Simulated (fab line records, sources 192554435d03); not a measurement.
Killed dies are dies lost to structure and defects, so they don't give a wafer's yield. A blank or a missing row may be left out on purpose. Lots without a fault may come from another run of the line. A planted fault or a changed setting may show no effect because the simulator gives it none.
One fault seen from 3 desks | flow n5_finfet | each desk has only its own numbers; what lay behind them comes last

THE TOOL OWNER'S DESK: ald_sin-04
The tool's own readings at N5_BEOL_M2_ALD_98 (deposits SiO2, target thk 2.5 nm, pulse time 1 s, co reactant pulse time 1 s): means of the sampled wafers that have a number, for each lot that ran on this tool. A lot is out of limits, marked OUT, if its mean lies more than 4 standard deviations from the usual mean; the brackets give that distance.
Columns: A = heater_power_w at N5_BEOL_M2_ALD_98, usual 80 W; B = precursor_pulse_height_rel at N5_BEOL_M2_ALD_98, usual 1.001
lot  | first seen here | A  | B
L447 | day 8 23:08     | 74 | 0.997
L454 | day 10 09:55    | 80 | 1.002
L457 | day 10 20:54    | 80 | 0.995
L458 | day 11 18:42    | 75 | 1.014
This desk's finding: nothing out of limits on any of the 4 lots.

THE METROLOGY DESK
What the gauges read, lot by lot, whatever tool the lot ran on: means of the sampled wafers that have a number. A lot is out of limits, marked OUT, if its mean lies more than 4 standard deviations from the usual mean; the brackets give that distance. Of its 12 readings 7 are shown: those that lie furthest out on some lot.
Columns: A = cd_nm at N5_BEOL_M2_CD_MEAS_28, usual 26.17 nm; B = V1_OVL at N5_BEOL_M2_OVL_MEAS_29, usual -0.3 nm; C = DIBL_P at N5_BEOL_M4_RC_MEAS_101, usual 36 mV/V; D = IOFF_N at N5_BEOL_M4_RC_MEAS_101, usual 0.16 nA/um; E = ION_N at N5_BEOL_M4_RC_MEAS_101, usual 677 uA/um; F = SS_N at N5_BEOL_M4_RC_MEAS_101, usual 71.5 mV/dec; G = VT_P at N5_BEOL_M4_RC_MEAS_101, usual -251 mV
lot  | first seen here | A     | B    | C  | D    | E   | F    | G
L440 | day 6 21:01     | 25.76 | 0.0  | 32 | 0.13 | 679 | 70.4 | -250
L447 | day 8 22:53     | 26.13 | -1.3 | 36 | 0.16 | 666 | 71.3 | -250
L454 | day 10 09:40    | 26.29 | -0.4 | 34 | 0.14 | 660 | 70.6 | -252
L457 | day 10 20:39    | 26.30 | 0.2  | 38 | 0.14 | 676 | 71.8 | -256
L458 | day 11 18:08    | 26.11 | 0.3  | 38 | 0.19 | 680 | 71.8 | -247
L460 | day 12 11:46    | 26.15 | -0.9 | 40 | 0.22 | 695 | 72.3 | -247
L461 | day 12 18:27    | 26.03 | -0.4 | 36 | 0.16 | 683 | 70.7 | -252
This desk's finding: nothing out of limits on any of the 7 lots.

THE DEFECT DESK
What the inspections along the route counted, lot by lot: means of the sampled wafers that have a number. A lot is out of limits, marked OUT, if its mean lies more than 4 standard deviations from the usual mean; the brackets give that distance.
Columns: A = raw_defect_count at N5_BEOL_M2_INSPECT_30, usual 423
lot  | first seen here | A
L440 | day 6 21:06     | 307
L447 | day 8 22:59     | 365
L454 | day 10 09:44    | 474
L457 | day 10 20:44    | 404
L458 | day 11 18:13    | 596
L460 | day 12 11:51    | 387
L461 | day 12 18:32    | 286
This desk's finding: nothing out of limits on any of the 7 lots.

PUT TOGETHER
The tool owner's desk saw nothing out of limits.
The metrology desk saw nothing out of limits.
The defect desk saw nothing out of limits.

WHAT THE SIMULATOR HAD PUT IN
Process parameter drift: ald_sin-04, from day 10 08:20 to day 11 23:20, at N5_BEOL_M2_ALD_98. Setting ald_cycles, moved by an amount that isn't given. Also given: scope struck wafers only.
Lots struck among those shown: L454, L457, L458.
